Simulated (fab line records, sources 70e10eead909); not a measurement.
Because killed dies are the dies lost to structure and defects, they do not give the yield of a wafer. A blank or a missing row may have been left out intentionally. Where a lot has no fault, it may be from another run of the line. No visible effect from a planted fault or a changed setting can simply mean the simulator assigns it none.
Matching of chambers || flow nand harc || NHARC_A_M0_DESCUM_14 on rie diel-13: 4 sister chambers
The step chemistry O2, time 3 s. 8 wafers are shown with their chamber, then 7 later ones without.

## WAFERS WITH THEIR CHAMBER
{"wafer": "L700.3", "chamber": 2, "drypump motor current A (A)": 5.1, "oes product au (a.u.)": 0.995}
{"wafer": "L700.5", "chamber": 0, "drypump motor current A (A)": 6.4, "oes product au (a.u.)": 0.980}
{"wafer": "L700.6", "chamber": 3, "drypump motor current A (A)": 5.3, "oes product au (a.u.)": 0.993}
{"wafer": "L699.1", "chamber": 0, "drypump motor current A (A)": 6.4, "oes product au (a.u.)": 0.993}
{"wafer": "L699.3", "chamber": 1, "drypump motor current A (A)": 5.8, "oes product au (a.u.)": 0.994}
{"wafer": "L699.5", "chamber": 3, "drypump motor current A (A)": 5.3, "oes product au (a.u.)": 1.000}
{"wafer": "L704.1", "chamber": 2, "drypump motor current A (A)": 5.1, "oes product au (a.u.)": 1.001}
{"wafer": "L704.3", "chamber": 1, "drypump motor current A (A)": 5.7, "oes product au (a.u.)": 0.998}

## WAFERS WITH NO CHAMBER GIVEN
{"wafer": "L704.5", "drypump motor current A (A)": 5.1, "oes product au (a.u.)": 0.997}
{"wafer": "L714.1", "drypump motor current A (A)": 5.8, "oes product au (a.u.)": 0.980}
{"wafer": "L714.2", "drypump motor current A (A)": 5.2, "oes product au (a.u.)": 0.992}
{"wafer": "L714.3", "drypump motor current A (A)": 5.3, "oes product au (a.u.)": 0.995}
{"wafer": "L716.3", "drypump motor current A (A)": 5.3, "oes product au (a.u.)": 0.997}
{"wafer": "L716.5", "drypump motor current A (A)": 5.8, "oes product au (a.u.)": 0.991}
{"wafer": "L716.6", "drypump motor current A (A)": 5.2, "oes product au (a.u.)": 0.990}

## CHAMBER TAKEN BY EACH
{"wafer": "L704.5", "from the rows above": 2, "in truth": 2}
{"wafer": "L714.1", "from the rows above": 1, "in truth": 1}
{"wafer": "L714.2", "from the rows above": "can't be placed: 3 or 2", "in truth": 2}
{"wafer": "L714.3", "from the rows above": 3, "in truth": 3}
{"wafer": "L716.3", "from the rows above": 3, "in truth": 3}
{"wafer": "L716.5", "from the rows above": 1, "in truth": 1}
{"wafer": "L716.6", "from the rows above": "can't be placed: 3 or 2", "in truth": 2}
Correctly placed: 5 of 7. Not placeable from these rows: 2 (in 2, the candidates include the true chamber). Number placed wrongly: 0.
How it was worked out, from the rows above alone: a wafer's distance from a chamber is the root of the sum, over the readings, of the square of ((its reading less the chamber's mean) divided by the reading's scatter). If the next closest chamber is less than 2 further off than the closest, the wafer can't be placed; otherwise it belongs to the closest. The mean given for a chamber averages the wafers shown for that chamber. The scatter is the square root of a quotient: the sum, over the shown wafers, of each reading's squared deviation from its chamber's mean, divided by wafers minus chambers.
